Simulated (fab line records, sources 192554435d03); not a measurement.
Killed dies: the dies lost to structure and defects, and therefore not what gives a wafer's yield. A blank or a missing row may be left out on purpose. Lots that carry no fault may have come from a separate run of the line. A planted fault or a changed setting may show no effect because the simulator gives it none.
fab line records ; flow n5_finfet
record lots=9; wafers=27; last_day=19
route steps=1938 shown MOL_CONTACT_COAG@610 BEOL_M0_SAQP@635 BEOL_M4@1111 PASSIVATION@1936
lots with no fault: from the same line, run without faults
start_h: the number of hours between the record's first day and the start of the first shown wafer of the lot ; wait_h: hours since the lot's step before ; " unchanged from the row above ; L1.1+2: one row covering several wafers at once ; - either no value or no given start ; * or withheld: withheld ; < > ~ a bound
route shown NAME@n: names a module that has steps shown in the file, with the first one's number in the route ; usual: the fault-free wafers' mean and standard deviation ; same: alike in all rows ; chamber/n: place in a boat ; sites: the reading at each site ; _std_site: their standard deviation ; _edge_site: the outer-site mean with the inner-site mean subtracted ; radius_mm: how far each site lies from the wafer's centre ; mask NAME#n: copy n ; behind: the tool/chamber that last shaped the wafer ; hold: reason for holding the lot/hours on hold/outcome of the hold ; device: transistor that didn't switch, given as n, p or np ; end of line: the tests these same wafers got at the end of their route ; step lacking rows: just its recipe ; killed: dies lost to structure and defects at the first sort, not the wafer's yield ; map: dies across one wafer; x = killed, . = not, _ = none there
set.NAME: setting as actually run; set.NAME@STEP: the setting as run at that earlier step ; model.NAME: the simulator's own value behind a step, which no gauge read
the route's steps for a sample of lots (tables are steps, rows are wafers)
services: a tool's chamber out of use, with start hour (start_h, from the record's first day; less than 0 if before it), hours out, and reason
## steps
# step N5_MOL_CONTACT_COAG_ETCH_67
# recipe chemistry=N2/H2; target=SOC; target_depth_a=600; overetch_a=210; mask_material=SiARC; temp_c=40; time_s=101.2; ion_energy_ev=200; pressure_mtorr=30; source_w=840; bias_w=150; n2_flow_sccm=200; h2_flow_sccm=200
# usual drypump_motor_current_A=5.9/0.48; h2_flow_sccm=200.0/0.68; oes_product_au=0.66/0.073; rf_vpp_V=522.9/2.4; showerhead_plenum_p_Torr=2.50/0.081; throttle_valve_pct=17.8/0.34
lot.wafer;tool;chamber;start_h;wait_h;drypump_motor_current_A;h2_flow_sccm;oes_product_au;rf_hours_counter_h;rf_vpp_V;showerhead_plenum_p_Torr;throttle_valve_pct
L779.1;rie_diel-01;2;102.87;0.0;6.6;201.3;0.66;129;520.4;2.45;18.2
L779.3;rie_diel-01;3;102.87;0.0;5.9;199.4;0.82;-;522.8;2.48;17.1
L779.6;rie_diel-01;3;102.87;0.0;5.9;200.6;0.82;-;521.6;2.48;17.1
L782.1;rie_diel-03;2;119.41;0.0;5.3;199.1;0.66;101;520.0;2.46;17.5
L782.4;rie_diel-03;0;119.41;0.0;5.6;199.9;0.59;205;520.8;2.44;17.9
L782.5;rie_diel-03;1;119.41;0.0;5.2;199.5;0.59;-;526.4;2.62;17.9
L784.1;rie_diel-04;3;134.93;0.0;5.2;200.2;0.60;218;519.4;2.40;17.6
L784.4;rie_diel-04;1;134.93;0.0;6.4;198.9;0.57;-;525.7;2.62;18.0
L784.6;rie_diel-04;0;134.93;0.0;6.0;200.1;0.65;-;524.4;2.56;18.2
L788.2;rie_diel-01;2;158.92;0.0;6.6;199.7;0.64;148;520.0;2.44;18.3
L788.4;rie_diel-01;0;158.92;0.0;6.4;200.9;0.61;183;526.1;2.62;18.0
L788.6;rie_diel-01;1;158.92;0.0;5.7;199.4;0.76;-;522.2;2.49;17.8
L789.1;rie_diel-04;3;165.56;0.0;5.2;199.4;0.59;233;519.6;2.40;17.7
L789.4;rie_diel-04;2;165.56;0.0;5.6;200.0;0.62;-;520.3;2.42;18.0
L789.6;rie_diel-04;2;165.56;0.0;5.6;199.4;0.61;-;521.1;2.42;18.0
L790.2;rie_diel-04;2;177.79;0.0;5.6;200.9;0.61;183;520.4;2.42;18.1
L790.3;rie_diel-04;3;177.79;0.0;5.2;199.2;0.59;236;520.2;2.39;17.6
L790.4;rie_diel-04;3;177.79;0.0;5.2;199.2;0.59;-;518.7;2.39;17.7
L798.1;rie_diel-04;0;218.57;0.0;6.0;199.3;0.63;147;524.9;2.54;18.3
L798.4;rie_diel-04;1;218.57;0.0;6.4;199.9;0.76;-;525.7;2.61;17.5
L798.6;rie_diel-04;2;218.57;0.0;5.6;200.5;0.60;-;518.9;2.42;18.1
L799.1;rie_diel-01;1;223.74;0.0;5.7;200.2;0.73;41;521.0;2.48;17.8
L799.2;rie_diel-01;2;223.74;0.0;6.6;200.5;0.62;165;521.9;2.43;18.3
L799.5;rie_diel-01;2;223.74;0.0;6.5;200.7;0.63;-;521.1;2.43;18.3
L800.2;rie_diel-03;2;229.04;0.0;5.3;199.0;0.63;143;520.8;2.44;17.5
L800.5;rie_diel-03;2;229.04;0.0;5.3;199.3;0.64;-;521.1;2.44;17.5
L800.6;rie_diel-03;3;229.04;0.0;6.5;200.5;0.60;-;525.2;2.63;18.0
# step N5_MOL_CONTACT_COAG_ANNEAL_112
# recipe temp_c=400; time_s=1800; ambient=HPD2; pressure_atm=10
# usual pressure_atm=10.001/0.021; spike_tc_bottom_C=420.8/1.2; spike_tc_top_C=434.8/1; wafer_temp_C_max=401.9/0.41; zone_power_bottom_pct=12.46/0.12
lot.wafer;tool;chamber;start_h;wait_h;pressure_atm;spike_tc_bottom_C;spike_tc_top_C;wafer_temp_C_max;zone_power_bottom_pct
L779.1;hp_anneal-01;0;105.59;1.3;10.002;420.0;435.7;402.2;12.28
L779.3;hp_anneal-01;0;105.59;1.3;10.014;419.9;434.6;401.7;12.43
L779.6;hp_anneal-01;0;105.59;1.3;10.036;419.6;434.2;402.8;12.28
L782.1;hp_anneal-01;0;121.31;0.6;9.984;420.4;435.3;401.8;12.64
L782.4;hp_anneal-01;0;121.31;0.6;9.961;420.4;435.7;402.0;12.26
L782.5;hp_anneal-01;0;121.31;0.6;9.993;420.8;435.1;402.0;12.43
L784.1;hp_anneal-01;0;136.22;0.0;10.031;420.4;433.3;401.6;12.29
L784.4;hp_anneal-01;0;136.22;0.0;10.033;419.4;437.0;401.8;12.57
L784.6;hp_anneal-01;0;136.22;0.0;10.039;420.8;434.2;402.4;12.37
L788.2;hp_anneal-01;-;161.66;1.3;-;-;-;-;-
L788.4;hp_anneal-01;-;161.66;1.3;-;-;-;-;-
L788.6;hp_anneal-01;-;161.66;1.3;-;-;-;-;-
L789.1;hp_anneal-01;-;166.96;0.0;-;-;-;-;-
L789.4;hp_anneal-01;-;166.96;0.0;-;-;-;-;-
L789.6;hp_anneal-01;-;166.96;0.0;-;-;-;-;-
L790.2;hp_anneal-01;0;179.04;0.0;9.982;423.8;434.3;401.7;12.37
L790.3;hp_anneal-01;0;179.04;0.0;10.015;419.1;435.6;402.1;12.37
L790.4;hp_anneal-01;0;179.04;0.0;9.996;417.6;433.2;402.2;12.50
L798.1;hp_anneal-01;0;219.82;0.0;10.000;422.0;434.2;401.5;12.57
L798.4;hp_anneal-01;0;219.82;0.0;10.011;419.8;434.4;401.2;12.44
L798.6;hp_anneal-01;0;219.82;0.0;10.023;420.9;434.8;401.8;12.58
L799.1;hp_anneal-01;0;225.34;0.0;10.005;421.7;435.0;401.5;12.62
L799.2;hp_anneal-01;0;225.34;0.0;9.984;420.8;434.8;402.1;12.35
L799.5;hp_anneal-01;0;225.34;0.0;10.028;421.6;436.5;402.0;12.55
L800.2;hp_anneal-01;0;230.29;0.0;9.993;420.7;434.6;402.1;12.46
L800.5;hp_anneal-01;0;230.29;0.0;9.968;420.6;434.6;401.4;12.38
L800.6;hp_anneal-01;0;230.29;0.0;9.960;420.2;437.1;402.1;12.49
# step N5_MOL_CONTACT_COAG_INSPECT_97
# recipe inspect_instrument=darkfield; mode=post_anneal
# usual raw_defect_count=42/15
lot.wafer;tool;chamber;start_h;wait_h;raw_defect_count
L779.1;defect_inspect-01;-;108.62;0.0;32
L779.3;defect_inspect-01;-;108.62;0.0;35
L779.6;defect_inspect-01;-;108.62;0.0;37
L782.1;defect_inspect-02;-;124.34;0.0;49
L782.4;defect_inspect-02;-;124.34;0.0;33
L782.5;defect_inspect-02;-;124.34;0.0;87
L784.1;defect_inspect-01;-;139.24;0.0;31
L784.4;defect_inspect-01;-;139.24;0.0;15
L784.6;defect_inspect-01;-;139.24;0.0;46
L788.2;defect_inspect-02;-;164.72;0.1;32
L788.4;defect_inspect-02;-;164.72;0.1;67
L788.6;defect_inspect-02;-;164.72;0.1;30
L789.1;defect_inspect-01;-;169.98;0.0;48
L789.4;defect_inspect-01;-;169.98;0.0;31
L789.6;defect_inspect-01;-;169.98;0.0;92
L790.2;defect_inspect-01;-;182.09;0.0;26
L790.3;defect_inspect-01;-;182.09;0.0;37
L790.4;defect_inspect-01;-;182.09;0.0;94
L798.1;defect_inspect-01;-;222.85;0.0;47
L798.4;defect_inspect-01;-;222.85;0.0;52
L798.6;defect_inspect-01;-;222.85;0.0;40
L799.1;defect_inspect-01;-;228.37;0.0;25
L799.2;defect_inspect-01;-;228.37;0.0;22
L799.5;defect_inspect-01;-;228.37;0.0;46
L800.2;defect_inspect-01;-;233.33;0.0;40
L800.5;defect_inspect-01;-;233.33;0.0;29
L800.6;defect_inspect-01;-;233.33;0.0;50
# step N5_BEOL_M0_SAQP_PECVD_03
# recipe material=SiCN; target_thk_a=120; temp_c=withheld; precursor=3MS/NH3; pressure_torr=3; rf_w=202; time_s=21.1
# usual showerhead_plenum_p_Torr=3.674/0.02; throttle_valve_pct=9.0/0.55
lot.wafer;tool;chamber;start_h;wait_h;showerhead_plenum_p_Torr;throttle_valve_pct
L779.1;pecvd-01;1;110.60;0.1;3.706;9.6
L779.3;pecvd-01;0;110.60;0.1;3.675;8.7
L779.6;pecvd-01;0;110.60;0.1;3.666;8.7
L782.1;pecvd-01;1;125.61;0.1;3.710;9.9
L782.4;pecvd-01;1;125.61;0.1;3.702;9.9
L782.5;pecvd-01;2;125.61;0.1;3.671;8.4
L784.1;pecvd-04;0;140.25;0.1;3.685;9.2
L784.4;pecvd-04;2;140.25;0.1;3.685;8.6
L784.6;pecvd-04;1;140.25;0.1;3.650;8.7
L788.2;pecvd-02;0;166.82;0.1;3.686;9.6
L788.4;pecvd-02;2;166.82;0.1;3.681;9.0
L788.6;pecvd-02;1;166.82;0.1;3.652;8.4
L789.1;pecvd-04;2;171.97;0.1;3.678;8.8
L789.4;pecvd-04;1;171.97;0.1;3.648;8.8
L789.6;pecvd-04;0;171.97;0.1;3.676;9.6
L790.2;pecvd-01;0;183.28;0.1;3.672;8.3
L790.3;pecvd-01;2;183.28;0.1;3.687;8.2
L790.4;pecvd-01;1;183.28;0.1;3.708;10.1
L798.1;pecvd-01;0;223.84;0.1;3.667;8.6
L798.4;pecvd-01;0;223.84;0.1;3.660;8.6
L798.6;pecvd-01;1;223.84;0.1;3.696;10.1
L799.1;pecvd-02;2;231.27;0.1;3.672;9.0
L799.2;pecvd-02;1;231.27;0.1;3.638;8.4
L799.5;pecvd-02;2;231.27;0.1;3.675;9.5
L800.2;pecvd-04;1;234.45;0.1;3.638;8.5
L800.5;pecvd-04;1;234.45;0.1;3.655;8.4
L800.6;pecvd-04;0;234.45;0.1;3.675;9.3
# step N5_BEOL_M4_RC_MEAS_101
# usual DIBL_N=35.8/1.7; DIBL_P=35.3/2; IOFF_N=0.150/0.026; IOFF_N_LONG=5.58e-05/2.1e-06; IOFF_P=0.194/0.029; IOFF_P_85C=3.4/0.42; IOFF_P_LIN=0.093/0.011; IOFF_P_LONG=0.000102/8.2e-06; ION_N=667/11; ION_P=456/7.1; SS_N=71.4/0.65; SS_P=73.1/0.64; VT_N=251/3; VT_N_LONG=274.4/2.1; VT_N_LVT=99/3.1; VT_P=-252/3.2; VT_P_LONG=-276.3/2.6; VT_P_LVT=-99.8/2.3
lot.wafer;tool;chamber;start_h;wait_h;DIBL_N[mV/V];DIBL_P[mV/V];IOFF_N[nA/um];IOFF_N_LONG[nA/um];IOFF_P[nA/um];IOFF_P_85C[nA/um];IOFF_P_LIN[nA/um];IOFF_P_LONG[nA/um];ION_N[uA/um];ION_P[uA/um];SS_N[mV/dec];SS_P[mV/dec];VT_N[mV];VT_N_LONG[mV];VT_N_LVT[mV];VT_P[mV];VT_P_LONG[mV];VT_P_LVT[mV]
L779.1;prober-01;0;209.88;0.0;36.5;36.8;0.156;5.44e-05;0.193;3.5;0.092;9.6e-05;678;461;72.2;73.0;253;276.7;97;-252;-276.2;-99.6
L779.3;prober-01;0;209.88;0.0;32.5;32.0;0.103;5.38e-05;0.136;2.6;0.071;8.8e-05;649;447;70.9;71.8;258;275.8;103;-258;-278.4;-104.4
L779.6;prober-01;0;209.88;0.0;35.6;36.5;0.150;5.41e-05;0.190;3.4;0.091;9.5e-05;675;466;71.2;74.1;250;276.5;98;-254;-277.1;-99.6
L782.1;prober-02;0;239.13;0.0;36.3;39.2;0.181;5.38e-05;0.208;3.6;0.095;9e-05;679;459;71.7;73.6;248;275.2;94;-252;-279.6;-97.9
L782.4;prober-02;0;239.13;0.0;35.5;38.0;0.148;5.44e-05;0.189;3.4;0.090;9.4e-05;659;453;72.0;73.9;249;275.6;99;-253;-277.1;-99.3
L782.5;prober-02;0;239.13;0.0;35.1;37.0;0.158;5.62e-05;0.186;3.3;0.090;9.3e-05;675;458;71.8;72.7;252;274.4;96;-253;-279.2;-99.7
L784.1;prober-02;0;248.07;0.0;33.9;32.9;0.125;5.69e-05;0.150;2.8;0.078;9.4e-05;669;448;71.4;72.4;255;274.1;101;-255;-273.9;-103.2
L784.4;prober-02;0;248.07;0.0;31.8;31.0;0.097;5.58e-05;0.135;2.6;0.074;0.000103;644;443;69.8;72.2;256;276.4;105;-257;-276.8;-104.1
L784.6;prober-02;0;248.07;0.0;34.2;33.7;0.125;5.67e-05;0.157;2.9;0.081;9.7e-05;662;453;71.0;72.5;253;276.4;101;-254;-275.9;-102.6
L789.1;prober-02;0;276.82;0.0;33.9;32.9;0.098;7.44e-05;0.101;2.0;0.052;0.000136;606;379;74.6;79.6;272;289.9;119;-287;-312.1;-138.0
L789.4;prober-02;0;276.82;0.0;35.7;34.6;0.117;7.52e-05;0.119;2.3;0.058;0.000143;618;391;74.0;79.7;270;291.9;116;-286;-310.0;-135.9
L789.6;prober-02;0;276.82;0.0;36.5;34.1;0.124;7.93e-05;0.109;2.1;0.054;0.000147;611;379;74.3;79.6;269;291.3;117;-289;-312.5;-136.6
L788.2;prober-01;0;277.01;0.2;34.5;36.0;0.116;7.76e-05;0.129;2.4;0.061;0.000156;610;390;75.1;81.1;267;288.8;115;-283;-308.5;-133.1
L788.4;prober-01;0;277.01;0.2;33.9;34.6;0.107;7.64e-05;0.121;2.3;0.059;0.00015;606;390;74.4;79.9;269;289.9;116;-285;-310.3;-131.6
L788.6;prober-01;0;277.01;0.2;35.6;36.7;0.138;7.71e-05;0.142;2.6;0.066;0.00014;617;388;75.5;80.9;265;289.5;114;-281;-308.3;-131.3
L790.2;prober-02;0;286.73;0.2;37.4;38.0;0.163;5.44e-05;0.246;4.0;0.112;0.000118;681;466;70.8;73.6;250;272.1;100;-247;-274.5;-96.8
L790.3;prober-02;0;286.73;0.2;32.9;32.1;0.104;5.44e-05;0.162;2.8;0.083;0.000111;668;461;70.4;72.0;254;272.8;104;-252;-272.6;-101.5
L790.4;prober-02;0;286.73;0.2;36.3;35.2;0.139;5.59e-05;0.201;3.4;0.097;0.000112;664;467;70.6;72.2;253;273.9;103;-251;-274.5;-100.5
L798.1;prober-01;0;335.82;0.0;36.1;35.1;0.165;6.06e-05;0.231;4.0;0.113;0.000122;666;467;71.9;72.7;245;270.3;96;-246;-271.2;-95.6
L798.4;prober-01;0;335.82;0.0;38.2;36.6;0.209;6.15e-05;0.262;4.5;0.124;0.000118;691;470;71.8;73.3;243;269.9;93;-244;-268.7;-94.4
L798.6;prober-01;0;335.82;0.0;34.3;31.9;0.121;6e-05;0.186;3.4;0.098;0.000114;652;458;70.9;72.6;251;271.4;103;-251;-271.6;-98.2
L799.1;prober-01;0;338.72;0.0;33.6;33.6;0.139;5.6e-05;0.173;3.1;0.086;9e-05;664;454;70.7;72.6;250;274.2;95;-253;-279.8;-101.2
L799.2;prober-01;0;338.72;0.0;33.7;32.3;0.123;5.66e-05;0.147;2.7;0.077;9.6e-05;652;452;70.9;71.9;254;275.1;100;-257;-280.9;-104.0
L799.5;prober-01;0;338.72;0.0;33.3;32.0;0.122;5.48e-05;0.149;2.8;0.077;9.4e-05;652;445;70.9;72.5;251;274.5;99;-256;-279.6;-104.1
L800.2;prober-01;0;344.32;0.2;34.3;34.8;0.117;5.44e-05;0.170;3.0;0.082;0.000102;668;463;70.9;73.4;255;273.7;101;-253;-276.7;-102.3
L800.5;prober-01;0;344.32;0.2;36.6;37.6;0.153;5.36e-05;0.217;3.7;0.097;0.000103;666;458;71.9;73.2;253;277.0;101;-251;-277.8;-99.5
L800.6;prober-01;0;344.32;0.2;34.5;35.9;0.129;5.31e-05;0.184;3.2;0.087;9.7e-05;674;463;71.3;73.1;252;273.8;100;-253;-278.7;-102.5
# step N5_PASSIVATION_PROBE_49
# usual defect_limited_yield=91.5/1.4; killed_at_M0_to_M3=34/11; killed_at_M4_up=15/6; killed_at_contacts=11/5.9; killed_at_front_end=37/11; killed_at_other=3.6/2.9; killed_dies=101/17; killed_open=66/12; killed_short=33/7.8; sort_bin_5_function=5.0/0.97; sort_bin_6_memory=3.2/0.65; sort_bin_8_speed=0.02/0.2; sort_n_pass=1079/17; sort_yield_pct=91.4/1.4
# same gross_dies=1180; killed_at_back_side=0; sort_bin_4_leakage[%]=0
lot.wafer;tool;chamber;start_h;wait_h;defect_limited_yield[%];killed_at_M0_to_M3;killed_at_M4_up;killed_at_contacts;killed_at_front_end;killed_at_other;killed_dies;killed_open;killed_short;sort_bin_5_function[%];sort_bin_6_memory[%];sort_bin_8_speed[%];sort_n_pass;sort_yield_pct[%]
L789.1;prober-01;-;375.87;0.0;92.3;39;8;4;38;2;91;47;43;4.9;2.4;92.29;0;0
L789.4;prober-01;-;376.02;0.2;92.3;25;8;8;47;3;91;65;24;4.4;2.9;92.29;0;0
L789.6;prober-01;-;376.12;0.3;92.5;29;10;4;44;1;88;54;34;4.9;2.2;92.54;0;0
L788.2;prober-01;-;381.43;0.1;89.9;31;9;15;62;2;119;89;29;6.9;3.0;89.92;0;0
L788.4;prober-01;-;381.53;0.2;92.0;17;13;22;41;1;94;68;25;5.1;2.7;92.03;0;0
L788.6;prober-01;-;381.63;0.3;89.3;48;13;15;50;0;126;85;38;6.4;3.6;89.32;0;0
L800.2;prober-01;-;451.53;0.1;89.4;38;22;11;50;4;125;80;45;5.9;3.9;0;1055;89.4
L800.5;prober-01;-;451.68;0.2;91.3;41;6;21;30;5;103;73;29;6.2;2.5;0;1077;91.3
L800.6;prober-01;-;451.73;0.3;92.6;27;17;3;36;4;87;50;37;4.7;2.5;0;1093;92.6
# killed by level:class
L789.1 BEOL_M0_SAQP:geometric_particle:short=11 GATE_CUT:geometric_particle:short=10 BEOL_M3:geometric_particle:open=9 FIN_SAQP:geometric_particle:short=6 STI_FIN_REVEAL:geometric_particle:open=5 BEOL_M1:geometric_particle:open=5 MOL_CONTACT_COAG:geometric_particle:open=4 BEOL_M3:geometric_particle:short=4
L789.4 STI_FIN_REVEAL:geometric_particle:open=12 GATE_CUT:geometric_particle:short=8 MOL_CONTACT_COAG:geometric_particle:open=8 BEOL_M3:geometric_particle:open=7 STARTING-WAFER:geometric_particle:open=6 DUMMY_GATE:geometric_particle:open=5 BEOL_M4:geometric_particle:open=5 FIN_SAQP:geometric_particle:open=4
L789.6 STI_FIN_REVEAL:geometric_particle:open=11 FIN_SAQP:geometric_particle:open=7 GATE_CUT:geometric_particle:short=7 BEOL_M2:geometric_particle:short=7 BEOL_M3:geometric_particle:open=7 DUMMY_GATE:geometric_particle:open=5 ILD0:geometric_particle:short=5 BEOL_M2:geometric_particle:open=4
L788.2 FIN_SAQP:geometric_particle:open=29 MOL_CONTACT_COAG:geometric_particle:open=13 FIN_SAQP:geometric_particle:short=8 BEOL_M3:geometric_particle:open=8 STI_FIN_REVEAL:geometric_particle:open=7 BEOL_M0_SAQP:geometric_particle:short=6 BEOL_M2:geometric_particle:open=6 BEOL_M5:geometric_particle:open=4
L788.4 MOL_CONTACT_COAG:geometric_particle:open=20 STI_FIN_REVEAL:geometric_particle:open=13 FIN_SAQP:geometric_particle:open=8 FIN_SAQP:geometric_particle:short=5 BEOL_M0_SAQP:geometric_particle:short=5 DUMMY_GATE:geometric_particle:open=4 BEOL_M3:geometric_particle:open=4 BEOL_M4:geometric_particle:open=4
L788.6 FIN_SAQP:geometric_particle:short=13 BEOL_M0_SAQP:geometric_particle:open=13 FIN_SAQP:geometric_particle:open=11 MOL_CONTACT_COAG:geometric_particle:open=11 BEOL_M3:geometric_particle:open=9 STI_FIN_REVEAL:geometric_particle:open=8 BEOL_M0_SAQP:geometric_particle:short=8 BEOL_M1:geometric_particle:open=8
L800.2 BEOL_M4:geometric_particle:open=16 BEOL_M0_SAQP:geometric_particle:short=11 GATE_CUT:geometric_particle:short=9 MOL_CONTACT_COAG:geometric_particle:open=9 FIN_SAQP:geometric_particle:short=7 BEOL_M0_SAQP:geometric_particle:open=7 BEOL_M2:geometric_particle:open=7 FIN_SAQP:geometric_particle:open=6
L800.5 MOL_CONTACT_COAG:geometric_particle:open=18 BEOL_M2:geometric_particle:open=10 DUMMY_GATE:geometric_particle:open=9 BEOL_M0_SAQP:geometric_particle:short=7 BEOL_M1:geometric_particle:open=6 BEOL_M4:geometric_particle:open=6 GATE_CUT:geometric_particle:short=5 BEOL_M3:geometric_particle:open=5
L800.6 BEOL_M4:geometric_particle:open=9 BEOL_M2:geometric_particle:open=8 GATE_CUT:geometric_particle:open=7 GATE_CUT:geometric_particle:short=6 FIN_SAQP:geometric_particle:open=5 FIN_SAQP:geometric_particle:short=5 STARTING-WAFER:geometric_particle:short=5 BEOL_M4:geometric_particle:short=5
## services
tool;chamber;start_h;hours;kind
rie_diel-03;3;86.91;5.4;repair
rie_diel-01;0;100.51;13.7;repair
hp_anneal-01;-;101.45;4.1;repair
rie_diel-04;2;110.41;45.9;repair
rie_diel-04;-;115.75;0.4;repair
pecvd-02;0;125.05;9.5;repair
pecvd-01;1;131.99;5.0;scheduled_down
rie_diel-04;1;156.64;-;clean
rie_diel-04;1;156.64;-;consumable_replace:focus_ring
rie_diel-04;1;156.64;21.8;scheduled_down
rie_diel-04;1;156.64;21.8;vent_cycle
rie_diel-04;0;159.67;9.2;repair
pecvd-01;-;164.40;1.5;repair
rie_diel-04;3;166.89;6.3;repair
pecvd-01;-;195.97;1.0;repair
rie_diel-01;2;196.01;16.2;repair
pecvd-01;0;199.32;2.1;scheduled_down
pecvd-01;2;202.38;-;clean
pecvd-01;2;202.38;-;consumable_replace:showerhead
pecvd-01;2;202.38;29.0;scheduled_down
pecvd-01;2;202.38;29.0;vent_cycle
rie_diel-04;3;217.41;-;clean
rie_diel-04;3;217.41;-;consumable_replace:focus_ring
pecvd-01;-;227.82;5.1;repair
## key
first_sign step=N5_MOL_CONTACT_COAG_ANNEAL_112; reading=tool_record; direction=missing
effect step=N5_BEOL_M4_RC_MEAS_101; reading=VT_P_LVT; direction=down; sigmas=15; usual=-99.8; struck=-134.4
effect step=N5_BEOL_M4_RC_MEAS_101; reading=VT_P_LONG; direction=down; sigmas=13; usual=-276.3; struck=-310.3
effect step=N5_BEOL_M4_RC_MEAS_101; reading=SS_P; direction=up; sigmas=11; usual=73.1; struck=80.1
effect step=N5_BEOL_M4_RC_MEAS_101; reading=VT_P; direction=down; sigmas=10; usual=-252; struck=-285
effect step=N5_BEOL_M4_RC_MEAS_101; reading=IOFF_N_LONG; direction=up; sigmas=10; usual=5.58e-05; struck=7.66e-05
effect step=N5_BEOL_M4_RC_MEAS_101; reading=ION_P; direction=down; sigmas=9.9; usual=456; struck=386
effect step=N5_BEOL_M4_RC_MEAS_101; reading=VT_N_LONG; direction=up; sigmas=7.6; usual=274.4; struck=290.2
effect step=N5_BEOL_M4_RC_MEAS_101; reading=VT_N; direction=up; sigmas=6; usual=251; struck=269
effect step=N5_BEOL_M4_RC_MEAS_101; reading=VT_N_LVT; direction=up; sigmas=5.7; usual=99; struck=116
effect step=N5_BEOL_M4_RC_MEAS_101; reading=IOFF_P_LONG; direction=up; sigmas=5.3; usual=0.000102; struck=0.000145
effect step=N5_BEOL_M4_RC_MEAS_101; reading=ION_N; direction=down; sigmas=5.1; usual=667; struck=611
effect step=N5_BEOL_M4_RC_MEAS_101; reading=SS_N; direction=up; sigmas=5; usual=71.4; struck=74.6
effect step=N5_PASSIVATION_PROBE_49; reading=sort_bin_8_speed; direction=up; sigmas=99+; usual=0.02; struck=91.40
met_at N5_MOL_CONTACT_COAG_ANNEAL_112
struck_lots L788,L789
not_acting_at N5_MOL_CONTACT_COAG_ETCH_67,N5_MOL_CONTACT_COAG_INSPECT_97,N5_BEOL_M0_SAQP_PECVD_03
onset_between 136.22 161.66
fault kind=skipped_step_whole; tool=hp_anneal-01; chamber=-; onset_h=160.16; steps=N5_MOL_CONTACT_COAG_ANNEAL_112; scope=struck_lots_only
